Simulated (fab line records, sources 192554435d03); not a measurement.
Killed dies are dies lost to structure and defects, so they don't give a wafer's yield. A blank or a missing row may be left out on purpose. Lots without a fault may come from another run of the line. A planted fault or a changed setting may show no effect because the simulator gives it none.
Chamber matching | flow n5_finfet | N5_SDB_HM_DEP_00 on pecvd-03: 3 sister chambers
The step deposits SiNx from SiH4/NH3/N2, target thk 40 nm, time 35.3 s. 6 wafers are shown with their chamber, then 7 later ones without.

WAFERS WITH THEIR CHAMBER
wafer  | chamber | throttle_valve_pct (%) | showerhead_plenum_p_Torr (Torr)
L076.6 | 1       | 39.2                   | 5.21
L077.3 | 1       | 38.7                   | 5.23
L083.1 | 0       | 37.7                   | 5.25
L083.5 | 0       | 37.8                   | 5.23
L088.2 | 2       | 37.8                   | 5.18
L088.5 | 2       | 37.5                   | 5.19

WAFERS WITHOUT THEIR CHAMBER
wafer  | throttle_valve_pct (%) | showerhead_plenum_p_Torr (Torr)
L088.6 | 37.9                   | 5.26
L094.1 | 39.3                   | 5.21
L094.3 | 37.7                   | 5.18
L094.4 | 37.7                   | 5.24
L095.2 | 39.2                   | 5.22
L095.4 | 38.1                   | 5.23
L095.5 | 38.1                   | 5.20

WHICH CHAMBER EACH WENT THROUGH
wafer  | from the rows above          | in truth
L088.6 | 0                            | 0
L094.1 | 1                            | 1
L094.3 | 2                            | 2
L094.4 | 0                            | 0
L095.2 | 1                            | 1
L095.4 | can't be placed: 0 or 1      | 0
L095.5 | can't be placed: 2 or 0 or 1 | 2
Placed correctly: 5 of 7. Can't be placed from these rows: 2 (the true chamber is among the candidates in 2). Placed wrongly: 0.
How it was worked out, from the rows above alone: a wafer's distance from a chamber is the root of the sum, over the readings, of the square of ((its reading less the chamber's mean) divided by the reading's scatter). The wafer belongs to the nearest chamber; if the next one is less than 2 further off, it can't be placed. A chamber's mean is the mean of its shown wafers. The scatter: the root of (the sum of the squares of (reading less its chamber's mean) over the shown wafers, divided by (wafers less chambers)).
